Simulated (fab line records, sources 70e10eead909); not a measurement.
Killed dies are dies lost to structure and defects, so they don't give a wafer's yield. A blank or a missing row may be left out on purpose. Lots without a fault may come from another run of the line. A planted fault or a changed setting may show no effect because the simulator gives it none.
A struck lot beside a sound one | flow nand_harc | 15 steps out of a route of 1302
Sound: wafers L725.2, L725.4, L725.5. Struck: wafers L740.4, L740.5, L740.6. The cause comes at the end.
At each step with rows: each side's tool, then ch and its chambers, then its first start. Under that, the readings that differ: sound wafers | struck wafers | difference of the means | sigmas: that difference in standard deviations of wafers without a fault.
alike: readings whose means differ by less than 2 such deviations, and words and numbers that are the same on both sides. not compared: withheld readings, readings that some wafer has no value for, bounds like >300 that may hide the same value, and numbers for which the record gives no deviation and whose values overlap.
The two part at a step that has a row with sigmas, a row that says differs or no value, or rows on one side only. Numbers that don't overlap but have no deviation are shown without sigmas and don't part them. A reading that every wafer of one side lacks parts them only if that side has two wafers or more.

NHARC_P_GATE_CD_MEAS_59: target cd 720 nm.
  sound on cd_sem-03 ch 0, day 6 10:01; struck on cd_sem-02 ch 0, day 12 22:25
  reading    | sound       | struck      | difference | sigmas
  cd_nm (nm) | 714 720 715 | 725 719 725 | +7         | +2
then, 1 step without rows for these wafers: NHARC_P_GATE_HARDBAKE_60 (time 80 s).
NHARC_P_GATE_DESCUM_61: chemistry O2, time 3 s.
  sound on rie_diel-07 ch 1,2, day 6 10:10; struck on rie_diel-13 ch 0,1,2, day 12 22:36
  alike: drypump_motor_current_A, oes_product_au, rf_vpp_V, showerhead_plenum_p_Torr, throttle_valve_pct
  not compared: rf_hours_counter_h
then, 1 step without rows for these wafers: NHARC_P_GATE_IMPLANT_62.
NHARC_P_GATE_STRIP_112: strips in N2/H2, time 200 s.
  sound on plasma_asher-01 ch 0,1, day 6 10:35; struck on plasma_asher-02 ch 0,1, day 12 23:02
  reading            | sound    | struck   | difference | sigmas
  heater_power_w (W) | 75 90 74 | 89 87 93 | +10        | +2
  alike: drypump_motor_current_A, rf_refl_power_W
  not compared: rf_hours_counter_h
NHARC_P_GATE_STRIP_76: strips in O2.
  sound on plasma_asher-01 ch 0,1, day 6 10:49; struck on plasma_asher-02 ch 0,1, day 12 23:13
  alike: drypump_motor_current_A, heater_power_w, rf_refl_power_W
  not compared: rf_hours_counter_h
then, 6 steps without rows for these wafers: NHARC_P_GATE_STRIP_63 (strips in SPM, time 900 s); NHARC_P_GATE_DEHYDRATE_83 (time 120 s); NHARC_P_GATE_HMDS_84 (time 30 s); NHARC_P_GATE_COAT_85; NHARC_P_GATE_SOFTBAKE_86 (time 95 s); NHARC_P_GATE_EBR_87.
NHARC_P_GATE_EXPOSE_88: exposes mask P HVN, target cd 2000 nm.
  sound on krf_scanner-04 ch 0, day 6 11:34; struck on krf_scanner-03 ch 0, day 12 23:52
  reading                        | sound                | struck            | difference | sigmas
  model.P_GATE.overlay_x_nm (nm) | -1.636 -1.636 -1.636 | 73.68 73.68 73.68 | +75.32     |
  alike: mask, focus_offset_nm, reticle_temp_C
then, 1 step without rows for these wafers: NHARC_P_GATE_PEB_89 (peb time 85 s).
-- the record jumps here: 18 days lie between the struck wafers' starts before and after (it left off in module P_GATE and takes up again in module END, whose first step shown is number 1302 of the route) --
NHARC_END_SORT_01:
  the record has rows for the struck wafers here (prober-02 ch 0, day 31 00:49) and none for the sound ones

WHERE THEY PART
First at NHARC_P_GATE_CD_MEAS_59; last, within this record, at NHARC_END_SORT_01.

WHY: what the simulator had put in
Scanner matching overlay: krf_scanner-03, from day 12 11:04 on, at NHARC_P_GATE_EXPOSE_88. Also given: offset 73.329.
